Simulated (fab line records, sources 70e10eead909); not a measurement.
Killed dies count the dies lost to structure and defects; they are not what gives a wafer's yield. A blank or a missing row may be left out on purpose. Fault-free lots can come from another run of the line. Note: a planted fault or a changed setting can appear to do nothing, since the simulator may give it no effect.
Struck lot and sound lot, side by side || flow nandHarc || 15 out of 1159 route steps
Sound: the wafers L463.1, L463.2, L463.4. Wafers struck: L479.3, L479.4, L479.5. The cause is given at the end.
At each step with rows: each side's tool, then ch and its chambers, then its first start. Under that, the readings that differ: sound wafers || struck wafers || difference of the means || sigmas: that difference in standard deviations of wafers without a fault.
alike: words and numbers the same on both sides, and readings whose means are apart by under 2 such deviations; not compared: readings that were withheld, readings missing a value for some wafer, numbers with overlapping values and no deviation given by the record, and bounds like >300 which may hide the same value.
A row with sigmas, a row that says differs or no value, or rows on one side alone: a step with any of these is where the two part. Non-overlapping numbers with no deviation appear without sigmas and do not part them. A reading missing from all wafers of one side parts the sides only when that side holds two or more wafers.

NHARC_A_M0_CD_MEAS_09 targets a cd of 80 nm.
  sound on cdSem-02 ch 0, day 17 22:32; struck on cdSem-01 ch 0, day 22 05:16
  alike: cdNm
NHARC_A_M0_OVL_MEAS_10: pitch 160 nm.
  sound on overlay-02, day 17 22:37; struck on overlay-02, day 22 05:21
  alike: overlayXNm, overlayYNm
NHARC_A_M0_INSPECT_11:
  sound on defectInspect-01, day 17 22:40; struck on defectInspect-02, day 22 05:23
{"reading": "rawDefectCount", "sound": "13 15 13", "struck": "57 47 44", "difference": "+36", "sigmas": "+3"}
NHARC_A_M0_DESCUM_14: chemistry O2, time 3 s.
  sound on rieDiel-12 ch 0,1, day 17 22:43; struck on rieDiel-07 ch 0,1,3, day 22 05:27
  alike: drypumpMotorCurrentA, oesProductAu, rfVppV, showerheadPlenumPTorr, throttleValvePct
  not compared: rfHoursCounterH
NHARC_A_M0_ETCH_34: etches the open film in N2/H2, target depth 40 nm, overetch 12 nm, time 43.94 s.
  sound on rieDiel-12 ch 0,1, day 17 22:52; struck on rieDiel-07 ch 0,3, day 22 05:34
  alike: drypumpMotorCurrentA, h2FlowSccm, oesProductAu, rfVppV, showerheadPlenumPTorr, throttleValvePct
  not compared: rfHoursCounterH
NHARC_A_M0_ETCH_15: etches the open film in C4F8/Ar, target depth 150 nm, overetch 15 nm, time 82.5 s.
  sound on rieDiel-12 ch 0,1, day 17 22:59; struck on rieDiel-07 ch 0,1
  alike: oesProductAu, rfVppV
  not compared: rfHoursCounterH
NHARC_A_M0_CD_MEAS_16:
  sound on cdSem-02, day 17 23:09; struck on cdSem-02, day 22 05:47
  alike: cdNm
NHARC_A_M0_STRIP_18: strips in N2/H2.
  sound on rieDiel-02 ch 1,2,3, day 17 23:14; struck on rieDiel-12 ch 0,1, day 22 05:52
  alike: drypumpMotorCurrentA, h2FlowSccm, oesProductAu, rfVppV, showerheadPlenumPTorr, throttleValvePct
  not compared: rfHoursCounterH
then, 2 steps without rows for these wafers: NHARC_A_M0_STRIP_19 (strips in post etch residue remover, time 600 s); NHARC_A_M0_DEGAS_28 (time 60 s).
NHARC_A_M0_PRE_CLEAN_29: time 30 s.
  sound on pvdSputter-01; struck on pvdSputter-01
  alike: heaterPowerW
then, 1 step without rows for these wafers: NHARC_A_M0_PVD_20 (deposits TaN, target thk 5 nm, time 8.06 s).
NHARC_A_M0_PVD_21: deposits Cu, target thk 30 nm, time 20.49 s.
  sound on pvdSputter-01, day 17 23:59; struck on pvdSputter-01, day 22 06:38
  no value came back on the struck wafers for cathodeDcPowerW (W), chamberPressurePa (Pa), throttleValvePct (%); on the sound wafers cathodeDcPowerW (W) reads 4999.5 4999.3 5001.8
then, 2 steps without rows for these wafers: NHARC_A_M0_ECD_22 (material Cu, target thk 400 nm); NHARC_END_SORT_01.

## WHERE THEY PART
Earliest at NHARC_A_M0_INSPECT_11; latest, in this record, at NHARC_A_M0_PVD_21.

WHY: the cause the simulator had injected
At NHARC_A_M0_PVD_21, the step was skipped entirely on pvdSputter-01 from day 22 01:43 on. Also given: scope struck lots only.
